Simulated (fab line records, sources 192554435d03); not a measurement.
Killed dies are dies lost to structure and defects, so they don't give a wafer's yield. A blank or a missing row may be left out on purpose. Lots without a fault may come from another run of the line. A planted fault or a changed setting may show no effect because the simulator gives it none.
Split-lot experiment | flow n5_finfet | 7 lots, 21 wafers read, on a route of 1938 steps

THE SPLIT
At N5_BEOL_M8_TRENCH_ETCH_37 (etches SiCOH lowk in C4F6/O2, target depth 93.478 nm, time 31.2 s), the setting source_w was moved away from the recipe's 345 W on 8 of the 21 wafers read, by -17.6% to +5.9%. The other wafers ran this setting at the recipe's value.

The reading is taken at the split's own step.

THE READING
rf_vpp_V, in V, at N5_BEOL_M8_TRENCH_ETCH_37 (etches SiCOH lowk in C4F6/O2, target depth 93.478 nm, time 31.2 s). Fault-free wafers of this fab line usually give 665 V, standard deviation 12 V.

wafer  | tool, chamber at the split | source_w as run, W | against the recipe | rf_vpp_V, V | against lot-mates on the recipe
L075.3 | rie_diel-05, 3             | 345                | recipe             | 651         | -
L075.5 | rie_diel-05, 1             | 345                | recipe             | 655         | -
L075.6 | rie_diel-05, 0             | 345                | recipe             | 667         | -
L076.2 | rie_diel-02, 2             | 285.7              | -17.2%             | 751         | +86
L076.4 | rie_diel-02, 1             | 345                | recipe             | 657         | -
L076.6 | rie_diel-02, 0             | 345                | recipe             | 674         | -
L074.1 | rie_diel-05, 1             | 345                | recipe             | 658         | -
L074.3 | rie_diel-05, 0             | 345                | recipe             | 668         | -
L074.5 | rie_diel-05, 0             | 365.4              | +5.9%              | 647         | -16
L077.1 | rie_diel-03, 1             | 345                | recipe             | 650         | -
L077.2 | rie_diel-03, 3             | 345                | recipe             | 680         | -
L077.5 | rie_diel-03, 1             | 345                | recipe             | 648         | -
L084.3 | rie_diel-05, 1             | 345                | recipe             | 657         | -
L084.4 | rie_diel-05, 2             | 284.4              | -17.6%             | 727         | +70
L084.5 | rie_diel-05, 3             | 284.4              | -17.6%             | 719         | +62
L086.1 | rie_diel-05, 2             | 290.2              | -15.9%             | 720         | +62
L086.3 | rie_diel-05, 1             | 345                | recipe             | 658         | -
L086.5 | rie_diel-05, 3             | 290.2              | -15.9%             | 713         | +55
L096.4 | rie_diel-02, 0             | 296.6              | -14.0%             | 727         | +64
L096.5 | rie_diel-02, 3             | 345                | recipe             | 663         | -
L096.6 | rie_diel-02, 0             | 296.6              | -14.0%             | 727         | +64

THE FIT
A straight line over all 21 wafers: rf_vpp_V changes by -3.99 V for each +1% of source_w; r = -0.95; the points scatter about the line by 11 V.
The same after taking each lot's own level away (the mean of its wafers on the recipe; 21 wafers): -4.03 V for each +1%; r = -0.97; scatter 9.1 V.
On that fit, the largest move of source_w shifts the reading by 71 V.
The lots' own levels span 657.0 to 665.5 V, that is 0.7 times the standard deviation above.
So the lot-to-lot level changes the slope little: the two slopes agree.
Check: with one of the wafers moved furthest among these (-17.6%) left out of the fit, the line predicts +72.1 V for it against its lot-mates. It came out at +70 V against them.
Tool readings at the split's step, against how far the setting was moved: rf_vpp_V r = -0.95.

OTHER SPLITS ON THESE WAFERS
These wafers also went through other splits before the reading. Each is held against what the fit with the lots' levels taken away leaves over:
other split on the same wafers  | wafers away from the commonest value | r with rf_vpp_V (lot level and that fit taken away)
N5_BEOL_M7_DESCUM_33 time_s     | 7                                    | +0.05
N5_BEOL_M8_DESCUM_33 time_s     | 5                                    | +0.05
N5_BEOL_M8_ETCH_72 h2_flow_sccm | 7                                    | +0.00
N5_BEOL_M8_VIA_ETCH_34 source_w | 9                                    | -0.44

THE FILE'S OWN FIT
rf_vpp_V changes by -4.18 V for each +1% of source_w, r = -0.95.
